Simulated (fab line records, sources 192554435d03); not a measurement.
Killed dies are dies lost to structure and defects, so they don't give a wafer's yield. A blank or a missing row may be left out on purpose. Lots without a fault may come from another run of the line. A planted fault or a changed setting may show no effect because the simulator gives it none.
Split-lot experiment | flow n5_finfet | 7 lots, 39 wafers read, on a route of 1938 steps

THE SPLIT
At N5_PASSIVATION_AL_DEP_21 (deposits Al, target thk 2800 nm, time 170 s), the setting target_thk_a was moved away from the recipe's 28000 angstrom on 15 of the 39 wafers read, by -46.5% to +27.4%. The other wafers ran this setting at the recipe's value.

The reading is taken at the split's own step.

THE READING
Al_of_PASSIVATION_AL_DEP_21.thk_nm (the simulator's own value, which no gauge read), in nm, at N5_PASSIVATION_AL_DEP_21 (deposits Al, target thk 2800 nm, time 170 s). The file gives no usual value for it. The 24 wafers here that ran the recipe average 2770 nm, standard deviation 41 nm.

wafer  | tool, chamber at the split | target_thk_a as run, angstrom | against the recipe | Al_of_PASSIVATION_AL_DEP_21.thk_nm, nm | against lot-mates on the recipe
L074.1 | pvd_sputter-02, -          | 28000                         | recipe             | 2750                                   | -
L074.2 | pvd_sputter-02, -          | 28000                         | recipe             | 2713                                   | -
L074.3 | pvd_sputter-02, -          | 19410                         | -30.7%             | 1928                                   | -807
L074.4 | pvd_sputter-02, -          | 19410                         | -30.7%             | 1915                                   | -820
L074.5 | pvd_sputter-02, -          | 19410                         | -30.7%             | 1917                                   | -818
L074.6 | pvd_sputter-02, -          | 28000                         | recipe             | 2743                                   | -
L081.1 | pvd_sputter-02, -          | 28000                         | recipe             | 2726                                   | -
L081.2 | pvd_sputter-02, -          | 33940                         | +21.2%             | 3332                                   | +589
L081.3 | pvd_sputter-02, -          | 33940                         | +21.2%             | 3375                                   | +632
L081.4 | pvd_sputter-02, -          | 33940                         | +21.2%             | 3382                                   | +639
L081.5 | pvd_sputter-02, -          | 28000                         | recipe             | 2725                                   | -
L081.6 | pvd_sputter-02, -          | 28000                         | recipe             | 2779                                   | -
L082.1 | pvd_sputter-03, -          | 28000                         | recipe             | 2786                                   | -
L082.2 | pvd_sputter-03, -          | 28000                         | recipe             | 2824                                   | -
L082.3 | pvd_sputter-03, -          | 35660                         | +27.4%             | 3541                                   | +753
L082.4 | pvd_sputter-03, -          | 28000                         | recipe             | 2754                                   | -
L082.5 | pvd_sputter-03, -          | 35660                         | +27.4%             | 3600                                   | +812
L082.6 | pvd_sputter-03, -          | 35660                         | +27.4%             | 3536                                   | +748
L083.1 | pvd_sputter-01, -          | 28000                         | recipe             | 2816                                   | -
L083.2 | pvd_sputter-01, -          | 28000                         | recipe             | 2795                                   | -
L083.3 | pvd_sputter-01, -          | 28000                         | recipe             | 2803                                   | -
L083.4 | pvd_sputter-01, -          | 28000                         | recipe             | 2802                                   | -
L083.5 | pvd_sputter-01, -          | 28000                         | recipe             | 2787                                   | -
L083.6 | pvd_sputter-01, -          | 28000                         | recipe             | 2832                                   | -
L089.1 | pvd_sputter-02, -          | 28000                         | recipe             | 2839                                   | -
L089.2 | pvd_sputter-02, -          | 28000                         | recipe             | 2804                                   | -
L089.3 | pvd_sputter-02, -          | 28000                         | recipe             | 2734                                   | -
L091.1 | pvd_sputter-02, -          | 16380                         | -41.5%             | 1642                                   | -1098
L091.2 | pvd_sputter-02, -          | 28000                         | recipe             | 2727                                   | -
L091.3 | pvd_sputter-02, -          | 28000                         | recipe             | 2770                                   | -
L091.4 | pvd_sputter-02, -          | 16380                         | -41.5%             | 1681                                   | -1059
L091.5 | pvd_sputter-02, -          | 16380                         | -41.5%             | 1638                                   | -1102
L091.6 | pvd_sputter-02, -          | 28000                         | recipe             | 2722                                   | -
L095.1 | pvd_sputter-02, -          | 28000                         | recipe             | 2714                                   | -
L095.2 | pvd_sputter-02, -          | 14990                         | -46.5%             | 1481                                   | -1265
L095.3 | pvd_sputter-02, -          | 28000                         | recipe             | 2813                                   | -
L095.4 | pvd_sputter-02, -          | 14990                         | -46.5%             | 1441                                   | -1305
L095.5 | pvd_sputter-02, -          | 14990                         | -46.5%             | 1472                                   | -1274
L095.6 | pvd_sputter-02, -          | 28000                         | recipe             | 2712                                   | -

THE FIT
A straight line over all 39 wafers: Al_of_PASSIVATION_AL_DEP_21.thk_nm changes by +27.8 nm for each +1% of target_thk_a; r = +1.00; the points scatter about the line by 38 nm.
The same after taking each lot's own level away (the mean of its wafers on the recipe; 39 wafers): +27.3 nm for each +1%; r = +1.00; scatter 32 nm.
On that fit, the largest move of target_thk_a shifts the reading by 1.3e+03 nm.
The lots' own levels span 2735.3 to 2805.8 nm, that is 1.7 times the standard deviation above.
So the lot-to-lot level changes the slope little: the two slopes agree.
Check: with one of the wafers moved furthest among these (-46.5%) left out of the fit, the line predicts -1.26e+03 nm for it against its lot-mates. It came out at -1.27e+03 nm against them.

OTHER SPLITS ON THESE WAFERS
These wafers also went through other splits before the reading. Each is held against what the fit with the lots' levels taken away leaves over:
other split on the same wafers | wafers away from the commonest value | r with Al_of_PASSIVATION_AL_DEP_21.thk_nm (lot level and that fit taken away)
N5_BEOL_M15_ILD_DEP_00 time_s  | 12                                   | -0.11

THE FILE'S OWN FIT
Al_of_PASSIVATION_AL_DEP_21.thk_nm changes by +27.2 nm for each +1% of target_thk_a, r = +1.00.
